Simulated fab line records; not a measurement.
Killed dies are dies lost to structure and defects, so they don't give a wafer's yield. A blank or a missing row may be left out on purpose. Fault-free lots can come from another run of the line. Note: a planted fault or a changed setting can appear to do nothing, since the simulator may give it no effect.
Matching of chambers || flow nand-harc || 4 sister chambers for NHARC_A_DECK1_JOINT_ETCHBACK_00 on rie-si-02
The step etches the open film in HBr, target depth 30 nm, time 17.4 s. 4 wafers are shown with their chamber, then 9 later ones without.

WAFERS PAIRED WITH THEIR CHAMBERS
{"wafer": "L084.3", "chamber": 2, "throttle-valve-pct (%)": 23.263}
{"wafer": "L084.5", "chamber": 3, "throttle-valve-pct (%)": 23.254}
{"wafer": "L091.3", "chamber": 1, "throttle-valve-pct (%)": 23.264}
{"wafer": "L091.6", "chamber": 0, "throttle-valve-pct (%)": 23.271}

WAFERS MISSING THEIR CHAMBER
{"wafer": "L093.1", "throttle-valve-pct (%)": 23.267}
{"wafer": "L093.2", "throttle-valve-pct (%)": 23.257}
{"wafer": "L093.3", "throttle-valve-pct (%)": 23.277}
{"wafer": "L093.4", "throttle-valve-pct (%)": 23.263}
{"wafer": "L093.5", "throttle-valve-pct (%)": 23.271}
{"wafer": "L093.6", "throttle-valve-pct (%)": 23.272}
{"wafer": "L095.2", "throttle-valve-pct (%)": 23.280}
{"wafer": "L095.3", "throttle-valve-pct (%)": 23.263}
{"wafer": "L095.6", "throttle-valve-pct (%)": 23.260}

EACH ONE'S CHAMBER
{"wafer": "L093.1", "from the rows above": "can't be placed: 1 or 2 or 0", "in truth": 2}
{"wafer": "L093.2", "from the rows above": "can't be placed: 3 or 2 or 1", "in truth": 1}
{"wafer": "L093.3", "from the rows above": "can't be placed: 0 or 1 or 2", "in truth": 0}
{"wafer": "L093.4", "from the rows above": "can't be placed: 2 or 1 or 0", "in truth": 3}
{"wafer": "L093.5", "from the rows above": "can't be placed: 0 or 1 or 2", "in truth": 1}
{"wafer": "L093.6", "from the rows above": "can't be placed: 0 or 1 or 2", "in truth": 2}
{"wafer": "L095.2", "from the rows above": "can't be placed: 0 or 1 or 2", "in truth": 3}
{"wafer": "L095.3", "from the rows above": "can't be placed: 2 or 1 or 0", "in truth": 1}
{"wafer": "L095.6", "from the rows above": "can't be placed: 2 or 1 or 3 or 0", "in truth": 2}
0 of 9 placed correctly. These rows do not allow placing 9 (true chamber among the candidates in 7). Wrongly placed: 0.
How it was worked out, from the rows above alone: a wafer's distance from a chamber is the root of the sum, over the readings, of the square of ((its reading less the chamber's mean) divided by the reading's scatter). If the next closest chamber is less than 2 further off than the closest, the wafer can't be placed; otherwise it belongs to the closest. Each chamber's mean is taken over the wafers shown for it. The scatter: root of mean squared gap, hidden wafer to nearest shown wafer, with one shown wafer a chamber.
